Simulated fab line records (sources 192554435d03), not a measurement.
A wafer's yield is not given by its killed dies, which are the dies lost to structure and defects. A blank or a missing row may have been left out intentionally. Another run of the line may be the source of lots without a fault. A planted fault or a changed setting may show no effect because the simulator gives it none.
fab line records	flow n5Finfet
record lots=6	wafers=17	lastDay=17
route steps=1938 shown BEOL_M5@1142 PASSIVATION@1936
lots that met no fault: from a run of the same line without faults
startH: hours from the record's opening day to when the first of the lot's shown wafers began	waitH: how many hours have passed since the lot's step before this one	" unchanged from the row above	L1.1+2: a single row standing in for several wafers	- value missing, or start not given	* or withheld: withheld	< > ~ a bound
route shown NAME@n: a module of which the file shows steps, and the number in the route of the first	usual: mean and standard deviation over wafers with no fault	same: alike in all rows	chamber/n: place in a boat	sites: readings site by site	_std_site: their standard deviation	_edge_site: the outer-site mean with the inner-site mean subtracted	radiusMm: how far each site lies from the wafer's centre	mask NAME#n: copy n	behind: the last tool/chamber to shape the wafer	hold: what put the lot on hold/how long, in hours/how the hold closed	device: which transistor (n, p or np) failed to switch	end of line: at the end of the route, the tests of the same wafers	step lacking rows: just its recipe	killed: dies lost to structure and defects at the first sort, not the wafer's yield	map: per-die view of a wafer (x killed, . not killed, _ where there is no die)
set.NAME: the setting that was run; set.NAME@STEP: the one run at that earlier step	model.NAME: the simulator's own value behind a step, which no gauge read
lots at some steps of the route; a table a step, a row a wafer
services: the hour from which a tool's chamber was out of use, counted from the record's first day as startH (under 0 if before that day), plus the number of hours and why
## steps
# step N5_BEOL_M5_COAT_22
# recipe resist=CAR-EUV	spinRpm=1500	resistThkNm=30
# step N5_BEOL_M5_EBR_24
# recipe solvent=PGMEA	ebrWidthMm=1.5
# step N5_BEOL_M5_SOFTBAKE_23
# recipe tempC=110	timeS=60	resist=CAR-EUV
# step N5_BEOL_M5_EXPOSE_25
# recipe maskId=V4	na=0.33	sourceShape=quasar	sigmaInner=0.2	sigmaOuter=0.6	polarization=unpolarized	defocusNm=10	doseMj=52.75
# step N5_BEOL_M5_PEB_26
# recipe pebTempC=100	pebTimeS=60	resist=CAR-EUV
# step N5_BEOL_M5_DEVELOP_27
# recipe developTimeS=30	developer=TMAH	resist=CAR-EUV	rinseLiquid=surfactantRinse	dry=airSpin	devTempC=23
# step N5_BEOL_M5_CD_MEAS_28
# recipe targetCdNm=30.6	landingEnergyEv=500	detector=seInlens	targetCdYNm=20	polarity=opening
# usual cdNm=30.60/0.24
lot.wafer	tool	chamber	startH	waitH	cdNm
L187.1	cdSem-02	0	181.32	-	30.41
L187.3	"	0	"	"	31.04
L187.4	"	0	"	"	30.38
L198.1	cdSem-02	0	250.98	-	30.81
L198.3	"	0	"	"	30.61
L198.6	"	0	"	"	30.60
L202.1	cdSem-03	0	267.40	-	30.50
L202.3	"	0	"	"	30.19
L202.4	"	0	"	"	30.59
L205.1	cdSem-03	0	289.89	-	30.75
L205.3	"	0	"	"	30.93
L205.6	"	0	"	"	31.01
L207.1	cdSem-03	0	299.44	-	30.65
L207.3	"	0	"	"	30.74
L207.5	"	0	"	"	30.70
L206.1	cdSem-03	0	305.39	-	30.56
L206.2	"	0	"	"	30.63
# step N5_BEOL_M5_OVL_MEAS_29
# recipe pointsPerWafer=522
# usual V4_OVL=-0.1/0.62
# same pointsPerWafer=522
lot.wafer	tool	chamber	startH	waitH	V4_OVL[nm]
L187.1	overlay-02	0	181.35	0.0	0.2
L187.3	"	0	"	"	-0.5
L187.4	"	0	"	"	0.7
L198.1	overlay-01	0	251.01	0.0	0.1
L198.3	"	0	"	"	0.3
L198.6	"	0	"	"	0.3
L202.1	overlay-01	0	267.43	0.0	0.2
L202.3	"	0	"	"	0.1
L202.4	"	0	"	"	-0.4
L205.1	overlay-02	0	289.92	0.0	0.1
L205.3	"	0	"	"	-0.1
L205.6	"	0	"	"	0.7
L207.1	overlay-02	0	299.47	0.0	0.2
L207.3	"	0	"	"	-0.5
L207.5	"	0	"	"	-0.7
L206.1	overlay-02	0	305.42	0.0	0.1
L206.2	"	0	"	"	0.5
# step N5_BEOL_M5_INSPECT_30
# recipe mode=adi	inspectInstrument=brightfield
# usual rawDefectCount=429/88
lot.wafer	tool	chamber	startH	waitH	rawDefectCount
L187.1	defectInspect-02	-	181.41	0.1	336
L187.3	"	-	"	"	374
L187.4	"	-	"	"	369
L198.1	defectInspect-01	-	251.07	0.1	354
L198.3	"	-	"	"	260
L198.6	"	-	"	"	383
L202.1	defectInspect-02	-	267.49	0.1	459
L202.3	"	-	"	"	466
L202.4	"	-	"	"	442
L205.1	defectInspect-01	-	289.98	0.1	423
L205.3	"	-	"	"	430
L205.6	"	-	"	"	525
L207.1	defectInspect-02	-	299.53	0.1	480
L207.3	"	-	"	"	573
L207.5	"	-	"	"	483
L206.1	defectInspect-01	-	305.48	0.1	367
L206.2	"	-	"	"	335
# step N5_BEOL_M5_DESCUM_33
# recipe chemistry=O2	timeS=7	sourcePowerW=50	biasPowerW=20	pressureMtorr=20	rfFrequencyHz=2.712e+07	tempC=40	resist=CAR-EUV	o2FlowSccm=225
# usual drypumpMotorCurrentA=5.62/0.29	o2FlowSccm=225.1/0.7	oesProductAu=0.76/0.053	rfVppV=241.7/1.5	showerheadPlenumPTorr=2.01/0.085	throttleValvePct=20.34/0.17
lot.wafer	tool	chamber	startH	waitH	drypumpMotorCurrentA	o2FlowSccm	oesProductAu	rfHoursCounterH	rfVppV	showerheadPlenumPTorr	throttleValvePct
L187.1	rieDiel-03	3	181.91	0.5	5.28	224.9	0.70	203	241.8	1.98	20.42
L187.3	"	0	"	"	5.44	225.0	0.76	139	241.4	1.93	20.49
L187.4	"	1	"	"	6.12	225.1	0.88	43	242.8	2.05	20.29
L198.1	rieDiel-01	2	251.11	0.0	5.73	224.4	0.77	143	242.2	2.10	20.11
L198.3	"	3	"	"	5.50	225.5	0.73	170	240.4	1.91	20.54
L198.6	"	2	"	"	5.74	224.9	0.76	-	243.7	2.10	20.11
L202.1	rieDiel-01	0	267.74	0.3	5.66	224.9	0.79	110	244.3	2.12	20.16
L202.3	"	3	"	"	5.51	225.7	0.73	178	239.1	1.91	20.55
L202.4	"	3	"	"	5.48	226.3	0.73	-	240.4	1.91	20.57
L205.1	rieDiel-03	0	290.17	0.2	5.45	225.5	0.73	170	239.1	1.92	20.53
L205.3	"	3	"	"	5.33	224.9	0.68	233	242.3	1.97	20.46
L205.6	"	2	"	"	5.42	224.8	0.74	-	240.0	1.92	20.32
L207.1	rieDiel-01	1	299.85	0.3	5.95	225.9	0.70	210	244.8	2.17	20.34
L207.3	"	0	"	"	5.72	224.6	0.78	121	243.2	2.11	20.18
L207.5	"	3	"	"	5.51	225.6	0.72	-	240.2	1.91	20.56
L206.1	rieDiel-03	3	305.52	0.0	5.28	225.2	0.68	237	240.6	1.97	20.47
L206.2	"	0	"	"	5.44	226.2	0.73	174	238.7	1.92	20.53
# step N5_BEOL_M5_ETCH_75
# recipe chemistry=N2/H2	target=underlayer	targetDepthA=65	maskMaterial=CAR-EUV	timeS=5.2	ionEnergyEv=200	pressureMtorr=30	sourceW=840	biasW=150	n2FlowSccm=200	h2FlowSccm=200	ends=cleared
# usual drypumpMotorCurrentA=5.62/0.29	etchRfOnTimeS=5.23/0.086	oesProductAu=0.65/0.047	rfVppV=521/3.1	showerheadPlenumPTorr=2.44/0.1	throttleValvePct=17.76/0.2
lot.wafer	tool	chamber	startH	waitH	drypumpMotorCurrentA	etchRfOnTimeS	oesProductAu	rfHoursCounterH	rfVppV	showerheadPlenumPTorr	throttleValvePct
L187.1	rieDiel-03	3	181.94	0.0	5.26	5.19	0.61	203	520	2.41	17.95
L187.3	"	0	"	"	5.44	5.30	0.65	139	519	2.34	17.92
L187.4	"	1	"	"	6.12	5.11	0.76	43	520	2.49	17.70
L198.1	rieDiel-01	2	251.14	0.0	5.74	5.15	0.65	143	523	2.55	17.50
L198.3	"	3	"	"	5.53	5.25	0.64	170	517	2.33	17.95
L198.6	"	2	"	"	5.72	5.15	0.65	-	523	2.55	17.48
L202.1	rieDiel-01	0	267.78	0.0	5.73	5.09	0.68	110	525	2.57	17.54
L202.3	"	3	"	"	5.52	5.29	0.62	178	519	2.33	17.96
L202.4	"	3	"	"	5.54	5.30	0.63	-	517	2.33	17.97
L205.1	rieDiel-03	0	290.21	0.0	5.41	5.32	0.64	170	517	2.33	17.97
L205.3	"	3	"	"	5.34	5.23	0.59	233	521	2.40	17.97
L205.6	"	2	"	"	5.42	5.21	0.64	-	519	2.33	17.72
L207.1	rieDiel-01	1	299.88	0.0	5.98	5.35	0.60	210	526	2.62	17.70
L207.3	"	0	"	"	5.69	5.09	0.67	121	526	2.56	17.58
L207.5	"	3	"	"	5.56	5.26	0.62	-	518	2.32	17.96
L206.1	rieDiel-03	3	305.55	0.0	5.31	5.23	0.58	237	519	2.40	17.99
L206.2	"	0	"	"	5.47	5.35	0.63	174	517	2.32	17.98
# step N5_BEOL_M5_ETCH_67
# recipe chemistry=CF4	target=SiARC	targetDepthA=156	maskMaterial=CAR-EUV	timeS=26	ionEnergyEv=80	pressureMtorr=40	sourceW=545	biasW=36	Ar_flow_sccm=100	cf4FlowSccm=100	ends=cleared
# usual drypumpMotorCurrentA=5.61/0.28	etchRfOnTimeS=26.0/0.43	oesProductAu=0.65/0.047	rfVppV=183.0/1.3	showerheadPlenumPTorr=2.06/0.077	throttleValvePct=15.54/0.22
lot.wafer	tool	chamber	startH	waitH	drypumpMotorCurrentA	etchRfOnTimeS	oesProductAu	rfHoursCounterH	rfVppV	showerheadPlenumPTorr	throttleValvePct
L187.1	rieDiel-03	3	181.96	0.0	5.29	25.6	0.61	203	184.3	2.04	15.73
L187.3	"	0	"	"	5.45	26.6	0.65	139	182.3	1.99	15.67
L187.4	"	1	"	"	6.09	25.6	0.76	43	185.2	2.09	15.34
L198.1	rieDiel-01	2	251.16	0.0	5.73	25.6	0.66	143	184.4	2.14	15.32
L198.3	"	3	"	"	5.51	26.2	0.64	170	182.7	1.98	15.83
L198.6	"	2	"	"	5.73	25.6	0.66	-	183.0	2.14	15.32
L202.1	rieDiel-01	0	267.80	0.0	5.68	25.5	0.67	110	184.3	2.16	15.29
L202.3	"	3	"	"	5.49	26.2	0.62	178	182.0	1.98	15.86
L202.4	"	3	"	"	5.52	26.2	0.63	-	182.2	1.98	15.85
L205.1	rieDiel-03	0	290.23	0.0	5.48	26.7	0.63	170	183.0	1.98	15.73
L205.3	"	3	"	"	5.29	26.2	0.59	233	181.8	2.03	15.80
L205.6	"	2	"	"	5.42	26.3	0.63	-	181.9	1.98	15.48
L207.1	rieDiel-01	1	299.90	0.0	5.99	26.4	0.60	210	185.7	2.21	15.50
L207.3	"	0	"	"	5.70	25.5	0.67	121	184.0	2.16	15.33
L207.5	"	3	"	"	5.57	26.3	0.62	-	183.2	1.98	15.90
L206.1	rieDiel-03	3	305.57	0.0	5.28	26.1	0.59	237	183.0	2.03	15.81
L206.2	"	0	"	"	5.45	26.7	0.62	174	181.5	1.98	15.74
# step N5_BEOL_M5_ETCH_68
# recipe chemistry=N2/H2	target=SOC	targetDepthA=800	overetchA=160	maskMaterial=SiARC	tempC=40	timeS=120	ionEnergyEv=200	pressureMtorr=30	sourceW=840	biasW=150	n2FlowSccm=200	h2FlowSccm=200
# usual drypumpMotorCurrentA=5.62/0.29	oesProductAu=0.58/0.038	rfVppV=520.9/2.8	showerheadPlenumPTorr=2.44/0.1	throttleValvePct=17.72/0.2
lot.wafer	tool	chamber	startH	waitH	drypumpMotorCurrentA	oesProductAu	rfHoursCounterH	rfVppV	showerheadPlenumPTorr	throttleValvePct	model.SiARC_of_BEOL_M5_COAT_66.thkNm	model.BEOL_M5.cdNm
L187.1	rieDiel-03	3	181.99	0.0	5.29	0.54	203	520.2	2.41	17.91	6.4	28
L187.3	"	0	"	"	5.43	0.58	139	517.4	2.34	17.88	6.4	28
L187.4	"	1	"	"	6.10	0.67	43	523.2	2.49	17.67	6.4	28.6
L198.1	rieDiel-01	2	251.19	0.0	5.74	0.58	143	524.0	2.55	17.46	6.4	28.4
L198.3	"	3	"	"	5.55	0.56	170	517.8	2.33	17.89	6.6	28
L198.6	"	2	"	"	5.74	0.59	-	524.4	2.55	17.46	6.2	28.4
L202.1	rieDiel-01	0	267.82	0.0	5.68	0.60	110	525.0	2.57	17.48	6.2	28.4
L202.3	"	3	"	"	5.53	0.56	178	517.5	2.33	17.91	6.4	28.2
L202.4	"	3	"	"	5.55	0.56	-	518.0	2.33	17.93	6.4	28
L205.1	rieDiel-03	0	290.25	0.0	5.49	0.56	170	517.5	2.32	17.94	6.4	28.2
L205.3	"	3	"	"	5.30	0.53	233	520.9	2.40	17.94	3.8	29.4
L205.6	"	2	"	"	5.40	0.57	-	517.0	2.33	17.71	6.4	28.6
L207.1	rieDiel-01	1	299.93	0.0	5.96	0.54	210	525.2	2.62	17.65	6.6	27.8
L207.3	"	0	"	"	5.68	0.59	121	525.0	2.56	17.50	6.4	28
L207.5	"	3	"	"	5.55	0.56	-	518.6	2.32	17.94	6.4	27.8
L206.1	rieDiel-03	3	305.60	0.0	5.32	0.53	237	519.9	2.40	17.95	4	28.8
L206.2	"	0	"	"	5.47	0.57	174	517.0	2.32	17.94	6.6	28
# step N5_BEOL_M5_STRIP_69
# recipe chemistry=N2/H2	tempC=40	n2FlowSccm=200	h2FlowSccm=200	rfFrequencyHz=6e+07
# step N5_BEOL_M5_STRIP_76
# recipe chemistry=N2/H2	tempC=40	n2FlowSccm=200	h2FlowSccm=200	rfFrequencyHz=6e+07
# step N5_BEOL_M5_VIA_ETCH_34
# recipe chemistry=C4F6/O2	target=SiCOH_lowk	targetDepthA=883	maskMaterial=SOC	taperDeg=4	timeS=39.2	ionEnergyEv=250	pressureMtorr=30	sourceW=345	biasW=185	Ar_flow_sccm=300	C4F6_flow_sccm=10	O2_flow_sccm=10
# usual drypumpMotorCurrentA=5.62/0.29	oes_o_777_au=0.77/0.058	oesProductAu=0.76/0.054	rfVppV=660/8.1	showerheadPlenumPTorr=2.74/0.1	throttleValvePct=20.78/0.22
lot.wafer	tool	chamber	startH	waitH	drypumpMotorCurrentA	oes_o_777_au	oesProductAu	rfHoursCounterH	rfVppV	showerheadPlenumPTorr	throttleValvePct	model.BEOL_M5.cdNm
L187.1	rieDiel-03	3	182.09	0.0	5.30	0.72	0.71	203	656	2.71	20.94	28
L187.3	"	0	"	"	5.48	0.75	0.76	139	666	2.64	20.92	27.8
L187.4	"	1	"	"	6.10	0.90	0.89	43	650	2.77	20.62	28.6
L198.1	rieDiel-01	2	251.29	0.0	5.75	0.78	0.77	143	671	2.84	20.51	28.4
L198.3	"	3	"	"	5.57	0.73	0.73	170	662	2.63	21.09	28
L198.6	"	2	"	"	5.76	0.79	0.76	-	669	2.84	20.50	28.4
L202.1	rieDiel-01	0	267.92	0.0	5.70	0.82	0.79	110	657	2.87	20.56	28.4
L202.3	"	3	"	"	5.54	0.72	0.73	178	660	2.63	21.11	28.2
L202.4	"	3	"	"	5.54	0.72	0.74	-	661	2.63	21.13	28
L205.1	rieDiel-03	0	290.35	0.0	5.47	0.73	0.74	170	665	2.62	20.97	28.2
L205.3	"	3	"	"	5.28	0.71	0.69	233	656	2.70	20.99	29.2
L205.6	"	2	"	"	5.43	0.76	0.74	-	650	2.64	20.80	28.6
L207.1	rieDiel-01	1	300.03	0.0	5.98	0.71	0.70	210	669	2.94	20.68	28
L207.3	"	0	"	"	5.71	0.80	0.78	121	658	2.87	20.57	28.2
L207.5	"	3	"	"	5.54	0.71	0.72	-	660	2.63	21.14	27.6
L206.1	rieDiel-03	3	305.70	0.0	5.33	0.70	0.69	237	655	2.70	21.01	28.8
L206.2	"	0	"	"	5.43	0.72	0.73	174	665	2.62	20.96	27.8
# step N5_BEOL_M5_STRIP_85
# recipe chemistry=C4F6/O2	resist=SiARC	rfFrequencyHz=6e+07
# step N5_PASSIVATION_PROBE_49
# usual defectLimitedYield=91.1/1.5	killed_at_M0_to_M3=36/11	killed_at_M4_up=13/5	killedAtContacts=13/5	killedAtFrontEnd=40/12	killedAtOther=3.3/2.3	killedDies=106/17	killedOnRim=13/3.7	killedOpen=70/13	killedShort=34/7.6	sort_bin_5_function=5.3/0.96	sort_bin_6_memory=3.3/0.66	sortNPass=1074/17	sortYieldPct=91.1/1.5
# same grossDies=1180	killedAtBackSide=0	sort_bin_4_leakage[%]=0	sort_bin_8_speed[%]=0
lot.wafer	tool	chamber	startH	waitH	defectLimitedYield[%]	killed_at_M0_to_M3	killed_at_M4_up	killedAtContacts	killedAtFrontEnd	killedAtOther	killedDies	killedOnRim	killedOpen	killedShort	sort_bin_5_function[%]	sort_bin_6_memory[%]	sortNPass	sortYieldPct[%]
L187.1	prober-02	-	283.28	0.0	91.1	42	3	16	38	6	105	9	67	38	5.3	3.6	1075	91.1
L187.3	prober-02	-	283.38	0.1	91.6	23	13	17	44	2	99	10	72	26	5.0	3.2	1081	91.6
L187.4	prober-02	-	283.43	0.2	89.9	23	12	10	71	3	119	16	79	37	6.7	3.3	1061	89.9
# killed by level:class
L187.1 BEOL_M0_SAQP:geometricParticle:open=19 MOL_CONTACT_COAG:geometricParticle:open=13 FIN_SAQP:geometricParticle:open=12 BEOL_M0_SAQP:geometricParticle:short=12 STI_FIN_REVEAL:geometricParticle:open=7 FIN_SAQP:geometricParticle:short=5 ILD0:geometricParticle:open=5 BEOL_M0:geometricParticle:short=4
L187.3 STI_FIN_REVEAL:geometricParticle:open=22 MOL_CONTACT_COAG:geometricParticle:open=15 BEOL_M0_SAQP:geometricParticle:short=7 BEOL_M4:geometricParticle:open=5 FIN_SAQP:geometricParticle:open=4 DUMMY_GATE:geometricParticle:open=4 GATE_CUT:geometricParticle:short=4 BEOL_M3:geometricParticle:open=4
L187.4 FIN_SAQP:geometricParticle:open=17 STI_FIN_REVEAL:geometricParticle:open=16 MOL_CONTACT_COAG:geometricParticle:open=10 GATE_CUT:geometricParticle:short=8 STARTING-WAFER:geometricParticle:short=7 BEOL_M4:geometricParticle:open=6 STARTING-WAFER:geometricParticle:open=5 ILD0:geometricParticle:open=5
## services
tool	chamber	startH	hours	kind
rieDiel-01	0	159.53	26.5	repair
rieDiel-01	-	181.01	0.5	repair
rieDiel-03	-	211.39	14.6	pm
rieDiel-01	3	230.17	3.4	repair
rieDiel-01	2	256.39	8.1	repair
rieDiel-01	1	260.87	12.6	repair
rieDiel-03	1	285.68	6.9	repair
## key
firstSign none at tools or gauges
modelEffect step=N5_BEOL_M5_ETCH_68	value=SiARC_of_BEOL_M5_COAT_66.thkNm	without=6.5	struck=3.9
modelEffect step=N5_BEOL_M5_VIA_ETCH_34	value=BEOL_M5.cdNm	without=28	struck=29
metAt N5_BEOL_M5_ETCH_68
struckWafers L205.3,L206.1
onsetBetween 181.99 290.25
fault kind=processParameterDrift	tool=rieDiel-03	chamber=3	onsetH=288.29	steps=N5_BEOL_M5_ETCH_68	channel=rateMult	offset=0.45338	shape=step
